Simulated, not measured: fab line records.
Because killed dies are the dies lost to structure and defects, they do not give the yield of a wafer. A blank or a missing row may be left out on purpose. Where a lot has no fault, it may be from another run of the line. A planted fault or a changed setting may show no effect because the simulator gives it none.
Problem report, 8D (eight disciplines) form, completed by code :: flow nand-harc :: the parts of the form that need people (team, actions taken, sign-off) are left out

1. THE PROBLEM
At NHARC_A_DECK1_JOINT_THK_MEAS_17, thk-nm averages 39.2 nm over 3 wafers from 2 lots, while fault-free wafers read 44.9 nm, standard deviation 1. Relative to the usual mean, that is a shift of -5.7 standard deviations.
The step: measures by ellipsometry.
Earliest sighting: wafer L769.1 on film-metro-01 at day 19 14:13. Wafers with a number at this step in the record: 39, from 13 lots. By rule, "out" or "out of limits" means more than 4 standard deviations away from the usual mean. The other wafers with a number count as sound.

2. WHAT IT IS, WHAT IT ISN'T
question: which readings at this step
is: thk-nm
is not: -

question: which lots
is: L769, L770
is not: L752, L753, L755, L756, L757, L759, L763, L767, L768, L773, L775

question: which wafers of those lots
is: L769.1, L770.1, L770.4
is not: L769.3, L769.4, L770.3

question: read on which gauges
is: film-metro-01
is not: film-metro-02

question: when
is: from day 19 14:13
is not: up to then (29 sound wafers); but 7 sound wafers of L770, L773, L775 came after

3. SUSPECTS, AND WHAT RULES EACH OUT
Counting: if a tool at a process step up to the reading ran every lot that is out, it stays a suspect. Sound lots after the first of them don't rule it out here, since some wafers of a struck lot are sound.
- the gauge at NHARC_A_DECK1_JOINT_THK_MEAS_17: ruled out. All the wafers that are out were read on film-metro-01, but those of them that NHARC_A_DECK1_JOINT_DEP_16 has rows for are out there too, on other tools.
- pecvd-02 at NHARC_A_DECK1_JOINT_DEP_16 (deposits SiO2, target thk 45 nm): kept. It processed each lot that is out (first: L769, day 19 13:56); up to then, its last sound lot is L768 (day 18 21:11). Out on those wafers are its own readings of rf-fwd-power-W.
- At NHARC_A_DECK1_JOINT_DEP_16, inside pecvd-02: chamber 0 took the wafers that are out, while their sound lot-mates went through chambers 1, 2.
The count leaves pecvd-02 at NHARC_A_DECK1_JOINT_DEP_16.

4. THE CAUSE (what the simulator had put in)
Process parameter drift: pecvd-02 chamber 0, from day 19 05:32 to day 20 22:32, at NHARC_A_DECK1_JOINT_DEP_16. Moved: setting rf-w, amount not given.
Only this tool survived the counting.

5. SEQUENCE OF EFFECTS, ordered by route
Each row: a reading whose mean over the struck wafers that have a number lies more than 3 standard deviations from the usual. Only readings whose record carries a usual standard deviation are examined. hours: median over the lots of the time between each lot's start at the first step of this table that gives one and its start at this step. sigmas: the change, counted in usual standard deviations.
hours: 0
step: NHARC_A_DECK1_JOINT_DEP_16
reading: rf-fwd-power-W
usual: 896.3 W
on struck wafers: 540.2
change: -356.1
sigmas: -99 or more

hours: 0
step: NHARC_A_DECK1_JOINT_DEP_16
reading: showerhead-vpp-V
usual: 1920 V
on struck wafers: 1515
change: -405
sigmas: -4.0

hours: 0
step: NHARC_A_DECK1_JOINT_THK_MEAS_17
reading: thk-nm
usual: 44.9 nm
on struck wafers: 39.2
change: -5.7
sigmas: -5.7
Its process steps:
- NHARC_A_DECK1_JOINT_DEP_16: deposits SiO2, target thk 45 nm.
Later steps that measure or inspect, where all struck wafers having a row at the step show a number for every such reading and not one has moved that far: NHARC_A_ONON_D2_THK_MEAS_14, NHARC_A_ONON_D2_THK_MEAS_18, NHARC_A_ONON_D2_THK_MEAS_21.

6. WHAT WOULD HAVE CAUGHT IT SOONER
9 hours passed between the start of the fault at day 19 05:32 and the first reading out of limits at a measuring or inspecting step in this record, taken at day 19 14:13.
The tool's own readings at NHARC_A_DECK1_JOINT_DEP_16 were out on every struck wafer that the step has a row for (rf-fwd-power-W): an alarm limit on them would have fired on the first of those.
Of the lots that are out (2), L770 began NHARC_A_DECK1_JOINT_DEP_16 on pecvd-02 after day 19 14:13. Putting the tool on hold at that point would have spared it.
